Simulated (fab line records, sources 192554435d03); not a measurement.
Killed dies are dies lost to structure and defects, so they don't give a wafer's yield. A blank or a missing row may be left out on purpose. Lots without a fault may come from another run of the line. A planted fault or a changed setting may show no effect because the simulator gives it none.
Which tool did it? | flow n5_finfet | 10 lots, 29 wafers sampled, at 5 steps of a route of 1938

WHAT THE GAUGES READ, wafer by wafer
N5_FIN_SAQP_THK_MEAS_07. Usual: thk_nm 59.9 nm, standard deviation 0.75.
lot  | measured    | on            | thk_nm (nm)    | flag
L918 | day 1 21:07 | film_metro-02 | 58.3 58.8 58.7 |
L921 | day 2 16:19 | film_metro-01 | 58.7 60.0 59.4 |
L922 | day 2 23:37 | film_metro-01 | 59.3 60.4      |
L925 | day 3 18:58 | film_metro-02 | 60.1 59.9 60.9 |
L927 | day 4 03:21 | film_metro-02 | 60.0 60.1 60.6 |
L934 | day 5 22:45 | film_metro-02 | 59.7 60.6 61.1 |
L935 | day 6 03:32 | film_metro-01 | 58.8 59.3 59.4 |
L937 | day 6 16:35 | film_metro-01 | 59.7 59.1 61.0 |
L939 | day 7 03:07 | film_metro-02 | 58.8 59.0 60.0 |
L941 | day 7 16:12 | film_metro-02 | 60.1 60.4 60.7 |

N5_BEOL_M4_RC_MEAS_101. Usual: DIBL_N 36.0 mV/V, standard deviation 1.9; DIBL_P 36.0 mV/V, standard deviation 2.1; IOFF_N 0.155 nA/um, standard deviation 0.029; IOFF_P 0.20 nA/um, standard deviation 0.032; ION_N 672 uA/um, standard deviation 11; ION_P 461 uA/um, standard deviation 6.9; SS_N 71.5 mV/dec, standard deviation 0.58; SS_P 73.2 mV/dec, standard deviation 0.64; VT_N 250.4 mV, standard deviation 2.9; VT_P -251.0 mV, standard deviation 2.8.
lot  | measured     | on        | DIBL_N (mV/V)  | DIBL_P (mV/V)  | IOFF_N (nA/um)    | IOFF_P (nA/um) | ION_N (uA/um) | ION_P (uA/um) | SS_N (mV/dec)  | SS_P (mV/dec)  | VT_N (mV)         | VT_P (mV)            | flag
L918 | day 8 12:22  | prober-02 | 34.5 35.0 35.1 | 33.8 35.0 34.7 | 0.124 0.131 0.136 | 0.16 0.17 0.16 | 676 659 661   | 455 446 451   | 70.4 71.1 70.7 | 72.2 72.5 72.9 | 254.2 253.3 251.9 | -256.0 -252.8 -257.8 |
L921 | day 8 19:07  | prober-02 | 38.1 39.6 39.5 | 39.4 40.4 39.7 | 0.192 0.218 0.213 | 0.26 0.27 0.27 | 696 682 705   | 475 466 478   | 71.6 72.0 71.0 | 74.1 73.4 73.7 | 247.3 244.8 247.4 | -244.9 -248.1 -247.3 |
L922 | day 9 18:07  | prober-01 | 34.8 36.1      | 34.1 35.2      | 0.124 0.143       | 0.19 0.20      | 666 660       | 460 460       | 71.1 71.8      | 72.9 73.1      | 252.0 251.5       | -249.1 -249.3        |
L925 | day 10 07:43 | prober-02 | 37.7 36.1 38.0 | 38.7 36.5 38.1 | 0.197 0.157 0.179 | 0.25 0.22 0.23 | 671 675 665   | 459 459 453   | 72.4 71.7 72.1 | 73.5 74.0 73.7 | 246.4 251.4 249.0 | -249.8 -250.4 -251.9 |
L927 | day 11 00:58 | prober-01 | 36.0 35.7 34.6 | 37.2 36.8 35.8 | 0.153 0.155 0.135 | 0.21 0.22 0.20 | 688 672 665   | 469 467 466   | 70.9 71.1 71.5 | 74.1 73.8 73.6 | 249.2 250.3 251.7 | -248.9 -250.4 -249.1 |
L934 | day 12 15:49 | prober-02 | 36.1 38.4 40.0 | 36.5 39.7 41.4 | 0.134 0.181 0.216 | 0.18 0.22 0.26 | 661 688 681   | 454 462 465   | 71.1 71.6 72.0 | 72.7 74.1 75.0 | 256.5 251.6 251.1 | -253.1 -251.1 -249.7 |
L935 | day 12 21:11 | prober-01 | 35.9 37.4 35.4 | 37.6 38.4 37.0 | 0.158 0.185 0.133 | 0.19 0.20 0.17 | 682 674 658   | 463 457 456   | 71.7 71.9 71.7 | 73.3 74.1 73.5 | 251.3 250.6 255.4 | -253.3 -255.3 -255.4 |
L937 | day 13 00:13 | prober-02 | 35.1 32.9 35.1 | 36.4 34.1 37.0 | 0.144 0.119 0.155 | 0.21 0.18 0.22 | 677 654 681   | 467 453 469   | 70.6 70.8 71.7 | 73.3 72.2 73.2 | 249.4 250.0 247.5 | -251.5 -251.7 -249.1 |
L939 | day 14 00:02 | prober-02 | 33.6 32.7 34.6 | 33.1 32.2 33.9 | 0.130 0.124 0.132 | 0.18 0.17 0.19 | 675 673 656   | 467 464 457   | 71.5 70.7 70.9 | 72.1 72.4 72.7 | 250.5 255.6 253.0 | -250.3 -251.7 -251.1 |
L941 | day 13 23:31 | prober-01 | 37.5 35.8 38.0 | 36.0 34.7 36.4 | 0.179 0.147 0.173 | 0.23 0.20 0.24 | 672 678 657   | 465 460 450   | 71.6 71.1 71.5 | 73.9 72.9 73.8 | 248.6 251.6 248.6 | -246.8 -250.3 -252.1 |

WHICH TOOL RAN EACH LOT (tool, then ch and the chambers of the sampled wafers, then the start)
lot  | N5_PMOS_HMC_CHANNEL_EPI_FIN_RECESS_16 | N5_FIN_SAQP_EXPOSE_13             | N5_FIN_SAQP_DESCUM_21
L918 | rie_si-05 ch 0,2,3, day 1 17:59       | arfi_scanner-03 ch 0, day 1 21:22 | rie_diel-03 ch 2,3, day 1 21:39
L921 | rie_si-03 ch 2,3, day 2 12:07         | arfi_scanner-02 ch 0, day 2 16:40 | rie_diel-02 ch 2,3, day 2 18:24
L922 | rie_si-01 ch 0,1, day 2 20:04         | arfi_scanner-01 ch 0, day 2 23:59 | rie_diel-02 ch 3, day 3 00:12
L925 | rie_si-01 ch 1,2,3, day 3 14:16       | arfi_scanner-03 ch 0, day 3 19:13 | rie_diel-03 ch 2,3, day 3 19:36
L927 | rie_si-05 ch 0,1,2, day 4 00:07       | arfi_scanner-02 ch 0, day 4 03:43 | rie_diel-03 ch 0,1,3, day 4 03:56
L934 | rie_si-05 ch 0,1,3, day 5 19:23       | arfi_scanner-01 ch 0, day 5 22:59 | rie_diel-02 ch 0,2, day 5 23:27
L935 | rie_si-03 ch 0,2,3, day 6 00:25       | arfi_scanner-02 ch 0, day 6 03:54 | rie_diel-02 ch 1,2,3, day 6 04:07
L937 | rie_si-03 ch 1,2,3, day 6 12:20       | arfi_scanner-02 ch 0, day 6 16:57 | rie_diel-03 ch 0,2,3, day 6 17:10
L939 | rie_si-01 ch 0,1,3, day 6 23:53       | arfi_scanner-03 ch 0, day 7 03:29 | rie_diel-03 ch 1,2,3, day 7 03:42
L941 | rie_si-03 ch 1,3, day 7 12:21         | arfi_scanner-01 ch 0, day 7 16:34 | rie_diel-03 ch 1,3, day 7 16:47
- N5_PMOS_HMC_CHANNEL_EPI_FIN_RECESS_16: chemistry HBr/Cl2, target Si, target depth 54 nm, time 18 s.
- N5_FIN_SAQP_EXPOSE_13: exposes mask FIN CORE, target cd 35.6 nm.
- N5_FIN_SAQP_DESCUM_21: chemistry O2, time 7.9 s.

WHAT THE TOOLS THEMSELVES READ (means of the sampled wafers that have a number; where no wafer has one, the mark that the record gives instead)
N5_PMOS_HMC_CHANNEL_EPI_FIN_RECESS_16. Usual: drypump_motor_current_A 5.7 A, standard deviation 0.52; oes_product_au 1.009 a.u., standard deviation 0.019; throttle_valve_pct 35.4 %, standard deviation 0.39.
lot  | tool      | drypump_motor_current_A (A) | oes_product_au (a.u.) | throttle_valve_pct (%) | flag
L918 | rie_si-05 | 6.3                         | 0.996                 | 35.3                   |
L921 | rie_si-03 | 5.2                         | 1.014                 | 35.8                   |
L922 | rie_si-01 | 6.0                         | 1.000                 | 35.4                   |
L925 | rie_si-01 | 5.5                         | 1.002                 | 35.2                   |
L927 | rie_si-05 | 6.0                         | 1.012                 | 35.1                   |
L934 | rie_si-05 | 5.8                         | 1.001                 | 35.3                   |
L935 | rie_si-03 | 5.5                         | 1.011                 | 35.4                   |
L937 | rie_si-03 | 5.2                         | 1.014                 | 35.8                   |
L939 | rie_si-01 | 5.6                         | 1.005                 | 35.3                   |
L941 | rie_si-03 | 5.2                         | 1.031                 | 35.8                   |

N5_FIN_SAQP_EXPOSE_13. Usual: exposure_dose_mJ_cm2 63.24, standard deviation 0.066.
lot  | tool            | exposure_dose_mJ_cm2 | flag
L918 | arfi_scanner-03 | 63.23                |
L921 | arfi_scanner-02 | 63.30                |
L922 | arfi_scanner-01 | 63.33                |
L925 | arfi_scanner-03 | 63.17                |
L927 | arfi_scanner-02 | 63.27                |
L934 | arfi_scanner-01 | 63.27                |
L935 | arfi_scanner-02 | 64.56                | OFF
L937 | arfi_scanner-02 | 64.28                | OFF
L939 | arfi_scanner-03 | 63.20                |
L941 | arfi_scanner-01 | 63.29                |

N5_FIN_SAQP_DESCUM_21. Usual: bias_power_w 20.00 W, standard deviation 0.058; drypump_motor_current_A 5.6 A, standard deviation 0.43; oes_product_au 0.82 a.u., standard deviation 0.085; rf_vpp_V 243.5 V, standard deviation 1.3; showerhead_plenum_p_Torr 2.12 Torr, standard deviation 0.066; throttle_valve_pct 20.3 %, standard deviation 0.31.
lot  | tool        | bias_power_w (W) | drypump_motor_current_A (A) | oes_product_au (a.u.) | rf_vpp_V (V) | showerhead_plenum_p_Torr (Torr) | throttle_valve_pct (%) | flag
L918 | rie_diel-03 | 20.05            | 5.7                         | 0.74                  | 243.0        | 2.14                            | 20.2                   |
L921 | rie_diel-02 | 20.02            | 5.2                         | 0.74                  | 243.3        | 2.11                            | 20.8                   |
L922 | rie_diel-02 | 19.94            | 5.4                         | 0.81                  | 244.8        | 2.21                            | 20.5                   |
L925 | rie_diel-03 | 19.99            | 5.8                         | 0.76                  | 244.3        | 2.11                            | 20.2                   |
L927 | rie_diel-03 | 20.01            | 5.8                         | 0.88                  | 244.6        | 2.16                            | 20.0                   |
L934 | rie_diel-02 | 20.02            | 5.2                         | 0.88                  | 241.7        | 2.06                            | 20.5                   |
L935 | rie_diel-02 | 20.00            | 5.2                         | 0.88                  | 242.9        | 2.10                            | 20.5                   |
L937 | rie_diel-03 | 20.02            | 5.7                         | 0.84                  | 244.7        | 2.15                            | 20.0                   |
L939 | rie_diel-03 | 19.99            | 5.9                         | 0.86                  | 243.6        | 2.12                            | 20.1                   |
L941 | rie_diel-03 | 20.06            | 6.0                         | 0.81                  | 242.3        | 2.11                            | 20.1                   |

THE ANSWER, worked out from the rows above alone
Rule: a lot is off if the mean of its wafers that have a number lies more than 3 standard deviations from the usual mean. A lot without any number at a reading at which 4 lots or more have one is off too. The other lots that the step has rows for count as sound. The gauges are gone through in route order, then the tools' own readings, and for those a lot's mean is taken as printed above. The first step at which some lot is off is used, and at that step the reading that is off furthest; a lot without a number counts as furthest.
Off: L935, L937, at N5_FIN_SAQP_EXPOSE_13 (exposure_dose_mJ_cm2).
A tool fits if, at that step or a process step before it, it ran every lot that is off, and no sound lot after the first of them. One fits: arfi_scanner-02 at N5_FIN_SAQP_EXPOSE_13. Its last sound lot is L927 (day 4 03:43), its first lot that is off L935 (day 6 03:54): a fault that began between those two fits.
The tool's own readings at N5_FIN_SAQP_EXPOSE_13 bear it out: on the lots that are off they differ by more than 5 times the standard deviation of the sound lots' means. exposure_dose_mJ_cm2 reads 64.42 there against 63.26 on the sound lots.

WHAT THE SIMULATOR HAD PUT IN
Process parameter drift: arfi_scanner-02, from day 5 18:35 on, at N5_FIN_SAQP_EXPOSE_13. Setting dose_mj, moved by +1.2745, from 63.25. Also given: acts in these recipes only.
Lots struck among those shown: L935, L937. The rule above found the same.
